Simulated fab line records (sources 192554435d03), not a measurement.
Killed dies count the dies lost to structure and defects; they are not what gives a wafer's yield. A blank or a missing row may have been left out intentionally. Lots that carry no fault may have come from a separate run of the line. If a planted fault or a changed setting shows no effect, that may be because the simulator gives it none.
Matching of chambers | flow n5Finfet | rieDiel-03 running N5_BEOL_M13_ETCH_38: 4 sister chambers
The step etches SiCN in CF4/N2, target depth 67.5 nm, time 71.9 s. 4 wafers are shown with their chamber, then 7 later ones without.

== WAFERS WITH THEIR CHAMBER ==
wafer  | chamber | showerheadPlenumPTorr (Torr)
L083.4 | 1       | 2.20
L081.1 | 2       | 2.26
L090.2 | 0       | 2.22
L090.3 | 3       | 2.18

== WAFERS WITHOUT THEIR CHAMBER ==
wafer  | showerheadPlenumPTorr (Torr)
L090.5 | 2.22
L095.1 | 2.19
L095.4 | 2.18
L095.6 | 2.21
L096.2 | 2.25
L096.4 | 2.21
L096.5 | 2.21

== THE CHAMBER EACH PASSED THROUGH ==
wafer  | from the rows above     | in truth
L090.5 | 0                       | 0
L095.1 | can't be placed: 3 or 1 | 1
L095.4 | 3                       | 3
L095.6 | can't be placed: 1 or 0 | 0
L096.2 | 2                       | 2
L096.4 | can't be placed: 1 or 0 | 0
L096.5 | can't be placed: 1 or 0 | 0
Correctly placed: 3 of 7. Unplaceable from these rows: 4, with the true chamber sitting among the candidates in 4. Number placed wrongly: 0.
How it was worked out, from the rows above alone: a wafer's distance from a chamber is the root of the sum, over the readings, of the square of ((its reading less the chamber's mean) divided by the reading's scatter). If the next closest chamber is less than 2 further off than the closest, the wafer can't be placed; otherwise it belongs to the closest. Each chamber's mean is taken over the wafers shown for it. The scatter: root of mean squared gap, hidden wafer to nearest shown wafer, with one shown wafer a chamber.
